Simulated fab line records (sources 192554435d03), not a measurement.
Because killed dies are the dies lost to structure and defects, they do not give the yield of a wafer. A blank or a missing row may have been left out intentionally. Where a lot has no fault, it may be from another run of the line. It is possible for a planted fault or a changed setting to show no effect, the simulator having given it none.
fab line records	flow n5_finfet
record: lots: 6	wafers: 17	last_day: 19
route steps=1938 shown BEOL_M1@819 BEOL_M4@1111 PASSIVATION@1936
lots with no fault: from the same line, run without faults
start_h: start of the lot's first displayed wafer, in hours after the record's first day	wait_h: time in hours since the lot's previous step	" unchanged from the row above	L1.1+2: a row that stands for several wafers	- no value, or no start was given	* or withheld: withheld	< > ~ a bound
route shown NAME@n: a module of which the file shows steps, and the number in the route of the first	usual: mean/standard deviation taken from wafers without a fault	same: alike in all rows	chamber/n: place in a boat	sites: the reading at each site	_std_site: standard deviation of those values	_edge_site: mean of outer sites minus mean of inner sites	radius_mm: how far each site lies from the wafer's centre	mask NAME#n: copy n	behind: tool/chamber where the wafer was last shaped	hold: the reason the lot was held/the length of the hold in hours/how it ended	device: transistor that didn't switch, given as n, p or np	end of line: the tests these same wafers got at the end of their route	a step given without rows: its recipe and nothing more	killed: dies lost to structure and defects at the first sort, not the wafer's yield	map: a wafer's dies, marking killed ones x, the rest . and places with no die _
set.NAME: the setting that was run; set.NAME@STEP: the one run at that earlier step	model.NAME: the simulator's own value behind a step, which no gauge read
lots at selected steps of the route; one table per step, one row per wafer
services: from which hour (start_h, from the record's first day; less than 0 if before it) a tool's chamber was out of use, for how many hours, and why
== steps ==
step: N5_BEOL_M1_ANNEAL_82
recipe: temp_c: 400	time_s: 240	ambient: vacuum
step: N5_BEOL_M1_SPUTTER_86
recipe: material: Cu	target_thk_a: 45	temp_c: -20	chamber_pressure_pa: 0.07	power_w: withheld	time_s: 8.29
step: N5_BEOL_M1_ANNEAL_87
recipe: temp_c: 400	time_s: 240	ambient: vacuum
step: N5_BEOL_M1_SPUTTER_88
recipe: material: Cu	target_thk_a: 45	temp_c: -20	chamber_pressure_pa: 0.07	power_w: withheld	time_s: 8.29
step: N5_BEOL_M1_ANNEAL_89
recipe: temp_c: 400	time_s: 240	ambient: vacuum
usual: heater_power_w: 818/61
lot.wafer	tool	chamber	start_h	wait_h	heater_power_w
L972.3	pvd_sputter-02	-	141.45	0.0	783
L972.4	"	-	"	"	888
L972.6	"	-	"	"	778
L976.3	pvd_sputter-02	-	167.67	0.0	775
L976.4	"	-	"	"	750
L976.5	"	-	"	"	801
L977.1	pvd_sputter-02	-	178.23	0.0	780
L977.6	"	-	"	"	786
L989.1	pvd_sputter-02	-	247.54	0.0	768
L989.2	"	-	"	"	917
L989.4	"	-	"	"	790
L992.1	pvd_sputter-01	-	262.89	0.0	814
L992.3	"	-	"	"	832
L992.4	"	-	"	"	788
L993.2	pvd_sputter-01	-	266.93	0.0	772
L993.4	"	-	"	"	808
L993.5	"	-	"	"	753
step: N5_BEOL_M1_SPUTTER_90
recipe: material: Cu	target_thk_a: 45	temp_c: -20	chamber_pressure_pa: 0.07	power_w: withheld	time_s: 8.29
usual: throttle_valve_pct: 30.7/1.2
lot.wafer	tool	chamber	start_h	wait_h	throttle_valve_pct
L972.3	pvd_sputter-02	-	141.59	0.1	31.9
L972.4	"	-	"	"	30.3
L972.6	"	-	"	"	29.7
L976.3	pvd_sputter-02	-	167.81	0.1	30.0
L976.4	"	-	"	"	29.8
L976.5	"	-	"	"	30.5
L977.1	pvd_sputter-02	-	178.37	0.1	31.8
L977.6	"	-	"	"	32.0
L989.1	pvd_sputter-02	-	247.68	0.1	29.9
L989.2	"	-	"	"	30.0
L989.4	"	-	"	"	30.5
L992.1	pvd_sputter-01	-	263.03	0.1	32.6
L992.3	"	-	"	"	31.1
L992.4	"	-	"	"	30.9
L993.2	pvd_sputter-01	-	267.07	0.1	31.1
L993.4	"	-	"	"	31.3
L993.5	"	-	"	"	31.3
step: N5_BEOL_M1_ANNEAL_91
recipe: temp_c: 400	time_s: 240	ambient: vacuum
step: N5_BEOL_M1_SPUTTER_92
recipe: material: Cu	target_thk_a: 45	temp_c: -20	chamber_pressure_pa: 0.07	power_w: withheld	time_s: 8.29
step: N5_BEOL_M1_ANNEAL_93
recipe: temp_c: 400	time_s: 240	ambient: vacuum
usual: heater_power_w: 818/62
lot.wafer	tool	chamber	start_h	wait_h	heater_power_w
L972.3	pvd_sputter-02	-	141.89	0.0	789
L972.4	"	-	"	"	878
L972.6	"	-	"	"	783
L976.3	pvd_sputter-02	-	168.11	0.0	775
L976.4	"	-	"	"	778
L976.5	"	-	"	"	802
L977.1	pvd_sputter-02	-	178.67	0.0	779
L977.6	"	-	"	"	749
L989.1	pvd_sputter-02	-	247.98	0.0	781
L989.2	"	-	"	"	894
L989.4	"	-	"	"	802
L992.1	pvd_sputter-01	-	263.33	0.0	807
L992.3	"	-	"	"	806
L992.4	"	-	"	"	795
L993.2	pvd_sputter-01	-	267.37	0.0	791
L993.4	"	-	"	"	833
L993.5	"	-	"	"	766
step: N5_BEOL_M1_SPUTTER_94
recipe: material: Cu	target_thk_a: 45	temp_c: -20	chamber_pressure_pa: 0.07	power_w: withheld	time_s: 8.29
usual: throttle_valve_pct: 30.7/1.2
lot.wafer	tool	chamber	start_h	wait_h	throttle_valve_pct
L972.3	pvd_sputter-02	-	142.03	0.1	31.6
L972.4	"	-	"	"	30.4
L972.6	"	-	"	"	30.2
L976.3	pvd_sputter-02	-	168.25	0.1	29.9
L976.4	"	-	"	"	29.7
L976.5	"	-	"	"	30.6
L977.1	pvd_sputter-02	-	178.81	0.1	31.6
L977.6	"	-	"	"	31.7
L989.1	pvd_sputter-02	-	248.12	0.1	30.0
L989.2	"	-	"	"	30.3
L989.4	"	-	"	"	30.7
L992.1	pvd_sputter-01	-	263.47	0.1	32.3
L992.3	"	-	"	"	31.2
L992.4	"	-	"	"	31.1
L993.2	pvd_sputter-01	-	267.51	0.1	31.1
L993.4	"	-	"	"	31.2
L993.5	"	-	"	"	31.1
step: N5_BEOL_M1_ANNEAL_95
recipe: temp_c: 400	time_s: 240	ambient: vacuum
usual: heater_power_w: 821/62
lot.wafer	tool	chamber	start_h	wait_h	heater_power_w
L972.3	pvd_sputter-02	-	142.11	0.0	802
L972.4	"	-	"	"	877
L972.6	"	-	"	"	802
L976.3	pvd_sputter-02	-	168.33	0.0	767
L976.4	"	-	"	"	768
L976.5	"	-	"	"	793
L977.1	pvd_sputter-02	-	178.89	0.0	795
L977.6	"	-	"	"	799
L989.1	pvd_sputter-02	-	248.20	0.0	750
L989.2	"	-	"	"	897
L989.4	"	-	"	"	813
L992.1	pvd_sputter-01	-	263.55	0.0	797
L992.3	"	-	"	"	821
L992.4	"	-	"	"	801
L993.2	pvd_sputter-01	-	267.59	0.0	813
L993.4	"	-	"	"	823
L993.5	"	-	"	"	782
step: N5_BEOL_M1_SPUTTER_96
recipe: material: Cu	target_thk_a: 45	temp_c: -20	chamber_pressure_pa: 0.07	power_w: withheld	time_s: 8.29
step: N5_BEOL_M1_ECD_50
recipe: material: Cu	target_thk_a: 3000
lot.wafer	tool	chamber	start_h	wait_h	model.Cu_of_BEOL_M1_ECD_50.thk_nm
L972.3	ecd_cu-01	1	142.38	0.1	302
L972.4	"	0	"	"	298.8
L972.6	"	0	"	"	302.2
L976.3	ecd_cu-02	1	168.61	0.1	296.6
L976.4	"	0	"	"	293.6
L976.5	"	1	"	"	162.2
L977.1	ecd_cu-02	1	179.15	0.1	294.4
L977.6	"	0	"	"	166
L989.1	ecd_cu-01	1	248.45	0.1	298.2
L989.2	"	0	"	"	296.4
L989.4	"	0	"	"	302.4
L992.1	ecd_cu-02	1	263.81	0.1	298.8
L992.3	"	1	"	"	299.6
L992.4	"	0	"	"	305
L993.2	ecd_cu-02	0	267.85	0.1	301
L993.4	"	1	"	"	302.8
L993.5	"	0	"	"	304.8
step: N5_BEOL_M1_ANNEAL_51
recipe: temp_c: 225	time_s: 90	ambient: N2
step: N5_BEOL_M1_CMP_52
recipe: stop_on: SiOC	t_overpolish_s: 6.8	down_force_psi: 1	platen_rpm: 50	clearing_platen_down_force_psi: 1.5	clearing_platen_rpm: 50	post_cmp_clean: cu_alkaline	target_thk_nm: 40	clearing_platen_pad_velocity_m_s: 0.99484	pad_velocity_m_s: 0.99484
usual: motor_current_A: 5.7/0.8	time_to_endpoint_s: 62/3
lot.wafer	tool	chamber	start_h	wait_h	motor_current_A	time_to_endpoint_s
L972.3	cmp-02	3	144.85	0.2	6.5	61
L972.4	"	0	"	"	6.6	64
L972.6	"	3	"	"	6.9	60
L976.4	cmp-04	3	173.12	0.2	4.8	60
L976.3	"	1	"	"	6.1	58
L976.5	"	2	"	"	6.3	31
L977.1	cmp-04	1	182.06	0.4	6.2	59
L977.6	"	0	"	"	4.7	32
L989.4	cmp-04	2	248.83	0.1	6.5	63
L989.1	"	3	"	"	4.8	63
L989.2	"	0	"	"	5.0	65
L992.4	cmp-03	0	264.22	0.2	5.5	62
L992.1	"	1	"	"	5.0	59
L992.3	"	2	"	"	5.1	56
L993.4	cmp-04	2	268.24	0.1	6.1	66
L993.2	"	0	"	"	4.6	63
L993.5	"	2	"	"	6.3	63
step: N5_BEOL_M1_THK_MEAS_53
recipe: thk_meas_gauge: xrf	reads: Cu_of_BEOL_M1_ECD_50
usual: M1_THK: 40.2/1.4
lot.wafer	tool	chamber	start_h	wait_h	M1_THK[nm]
L972.3	film_metro-02	-	145.15	-	39.5
L972.4	"	-	"	"	42.9
L972.6	"	-	"	"	39.7
L976.3	film_metro-01	-	173.37	-	39.1
L976.4	"	-	"	"	39.2
L976.5	"	-	"	"	40.5
L977.1	film_metro-02	-	182.32	-	39.5
L977.6	"	-	"	"	39.7
L989.1	film_metro-01	-	249.12	-	39.2
L989.2	"	-	"	"	39.9
L989.4	"	-	"	"	38.7
L992.1	film_metro-02	-	264.48	-	40.3
L992.3	"	-	"	"	38.4
L992.4	"	-	"	"	40.7
L993.2	film_metro-02	-	268.53	-	38.9
L993.4	"	-	"	"	40.5
L993.5	"	-	"	"	40.6
step: N5_BEOL_M4_RC_MEAS_101
usual: DIBL_N: 36.3/2.2	DIBL_P: 36.0/2.4	IOFF_N: 0.16/0.042	IOFF_P: 0.22/0.041	ION_N: 672/14	ION_P: 462/7.9	SS_N: 71.7/0.76	SS_P: 73.3/0.72	VT_N: 250/3.6	VT_P: -249/3
lot.wafer	tool	chamber	start_h	wait_h	DIBL_N[mV/V]	DIBL_P[mV/V]	IOFF_N[nA/um]	IOFF_P[nA/um]	ION_N[uA/um]	ION_P[uA/um]	SS_N[mV/dec]	SS_P[mV/dec]	VT_N[mV]	VT_P[mV]
L972.3	prober-02	0	179.81	0.3	35.8	35.3	0.17	0.21	675	459	71.3	73.4	250	-251
L972.4	"	0	"	"	36.8	37.9	0.19	0.26	682	472	71.7	73.7	248	-248
L972.6	"	0	"	"	35.3	35.9	0.15	0.22	673	463	70.9	72.6	251	-252
L976.3	prober-01	0	205.51	0.3	34.7	34.8	0.14	0.20	664	461	71.5	72.4	251	-251
L976.4	"	0	"	"	36.1	35.8	0.15	0.20	667	454	71.8	73.6	254	-250
L976.5	"	0	"	"	35.9	36.1	0.16	0.21	672	462	71.8	72.9	252	-252
L977.1	prober-02	0	209.04	0.0	34.7	33.6	0.14	0.19	653	454	71.1	73.6	254	-253
L977.6	"	0	"	"	37.3	37.2	0.20	0.27	673	466	71.7	74.0	247	-247
L989.1	prober-01	0	312.88	0.0	34.6	35.6	0.13	0.21	664	464	71.9	72.9	252	-247
L989.2	"	0	"	"	38.1	40.4	0.21	0.32	690	474	71.6	74.2	246	-244
L989.4	"	0	"	"	34.2	35.2	0.12	0.21	660	467	70.9	72.6	253	-250
L992.1	prober-01	0	316.51	0.0	35.7	34.4	0.14	0.16	673	451	70.6	72.0	249	-257
L992.3	"	0	"	"	39.9	40.0	0.23	0.26	690	457	72.3	73.8	244	-248
L992.4	"	0	"	"	38.0	37.6	0.17	0.20	668	452	72.6	73.6	250	-256
L993.2	prober-02	0	334.07	0.2	37.4	38.5	0.18	0.21	685	464	71.3	73.4	246	-250
L993.4	"	0	"	"	40.0	41.9	0.24	0.28	691	470	72.4	74.4	244	-251
L993.5	"	0	"	"	38.7	40.5	0.21	0.24	692	465	71.8	73.6	245	-249
step: N5_PASSIVATION_PROBE_49
usual: defect_limited_yield: 91.3/1.7	killed_at_M0_to_M3: 33/9.9	killed_at_M4_up: 14/6.4	killed_at_contacts: 12/7	killed_at_front_end: 41/13	killed_at_other: 3.1/2.9	killed_dies: 103/20	killed_open: 67/14	killed_short: 34/9.4	sort_bin_5_function: 5.1/1.1	sort_bin_6_memory: 3.2/0.79	sort_n_pass: 1077/21	sort_yield_pct: 91.2/1.7
same: gross_dies: 1180	killed_at_back_side: 0	sort_bin_4_leakage[%]: 0	sort_bin_8_speed[%]: 0
lot.wafer	tool	chamber	start_h	wait_h	defect_limited_yield[%]	killed_at_M0_to_M3	killed_at_M4_up	killed_at_contacts	killed_at_front_end	killed_at_other	killed_dies	killed_open	killed_short	sort_bin_5_function[%]	sort_bin_6_memory[%]	sort_n_pass	sort_yield_pct[%]
L972.3	prober-01	-	277.66	0.1	90.8	37	12	17	43	0	109	71	38	6.2	2.8	1071	90.8
L972.4	prober-01	-	277.71	0.2	92.5	29	13	15	29	2	88	50	36	3.5	3.5	1092	92.5
L972.6	prober-01	-	277.81	0.3	88.4	48	20	21	47	1	137	86	51	7.5	3.7	1043	88.4
L977.1	prober-02	-	302.87	0.0	92.5	34	10	9	35	1	89	59	29	4.6	2.7	1091	92.5
L977.6	prober-02	-	303.12	0.3	92.2	26	13	15	36	2	92	53	37	4.2	3.3	1088	92.2
killed by level:class
L972.3 MOL_CONTACT_COAG:geometric_particle:open=15 BEOL_M0_SAQP:geometric_particle:open=14 FIN_SAQP:geometric_particle:short=13 BEOL_M0_SAQP:geometric_particle:short=13 FIN_SAQP:geometric_particle:open=11 BEOL_M4:geometric_particle:open=8 BEOL_M2:geometric_particle:open=5 STARTING-WAFER:geometric_particle:short=3
L972.4 MOL_CONTACT_COAG:geometric_particle:open=10 BEOL_M2:geometric_particle:open=8 FIN_SAQP:geometric_particle:short=6 BEOL_M3:geometric_particle:open=6 MOL_CONTACT_COAG:geometric_particle:short=5 BEOL_M4:geometric_particle:short=5 BEOL_M4:geometric_particle:open=4 STARTING-WAFER:geometric_particle:short=4
L972.6 FIN_SAQP:geometric_particle:short=18 FIN_SAQP:geometric_particle:open=15 MOL_CONTACT_COAG:geometric_particle:open=15 BEOL_M0_SAQP:geometric_particle:short=12 BEOL_M3:geometric_particle:open=12 BEOL_M4:geometric_particle:open=11 BEOL_M0_SAQP:geometric_particle:open=10 MOL_CONTACT_COAG:geometric_particle:short=6
L977.1 MOL_CONTACT_COAG:geometric_particle:open=9 STI_FIN_REVEAL:geometric_particle:open=8 FIN_SAQP:geometric_particle:open=7 FIN_SAQP:geometric_particle:short=7 BEOL_M1:geometric_particle:open=7 BEOL_M0_SAQP:geometric_particle:open=6 BEOL_M0_SAQP:geometric_particle:short=5 BEOL_M2:geometric_particle:open=5
L977.6 FIN_SAQP:geometric_particle:short=14 MOL_CONTACT_COAG:geometric_particle:open=12 BEOL_M3:geometric_particle:open=6 BEOL_M2:geometric_particle:open=6 BEOL_M6:geometric_particle:open=6 STI_FIN_REVEAL:geometric_particle:open=4 BEOL_M1:geometric_particle:open=4 BEOL_M0_SAQP:geometric_particle:short=3
== services ==
tool	chamber	start_h	hours	kind
cmp-02	-	154.34	1.1	repair
cmp-02	-	163.53	4.0	pm
cmp-03	-	167.46	0.8	repair
cmp-02	-	167.53	-	consumable_replace:conditioner
cmp-02	-	167.53	-	consumable_replace:pad
cmp-04	-	178.02	4.0	pm
cmp-04	-	182.02	-	consumable_replace:conditioner
cmp-04	-	182.02	-	consumable_replace:pad
ecd_cu-02	-	217.70	1.4	repair
cmp-04	-	241.42	2.1	repair
cmp-03	-	241.95	4.0	pm
cmp-02	-	244.87	0.2	repair
cmp-03	-	245.95	-	consumable_replace:conditioner
cmp-03	-	245.95	-	consumable_replace:pad
ecd_cu-02	-	247.15	4.4	pm
cmp-04	-	249.30	1.0	repair
cmp-02	-	252.15	4.3	repair
cmp-02	-	259.02	1.9	repair
cmp-04	-	259.07	1.8	repair
== key ==
first_sign: step: N5_BEOL_M1_CMP_52	reading: time_to_endpoint_s	direction: down	sigmas: 10	usual: *	struck: *
effect none on later readings
model_effect: step: N5_BEOL_M1_ECD_50	value: Cu_of_BEOL_M1_ECD_50.thk_nm	without: 297.8	struck: 164.1
met_at N5_BEOL_M1_ECD_50
struck_wafers L976.5,L977.6
fault: kind: process_parameter_drift	tool: ecd_cu-02	chamber: -	onset_h: 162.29	steps: N5_BEOL_M1_ECD_50	channel: target_thk_a	offset: *	shape: step	end_h: 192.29	scope: struck_wafers_only	acts_in: *	stated: *
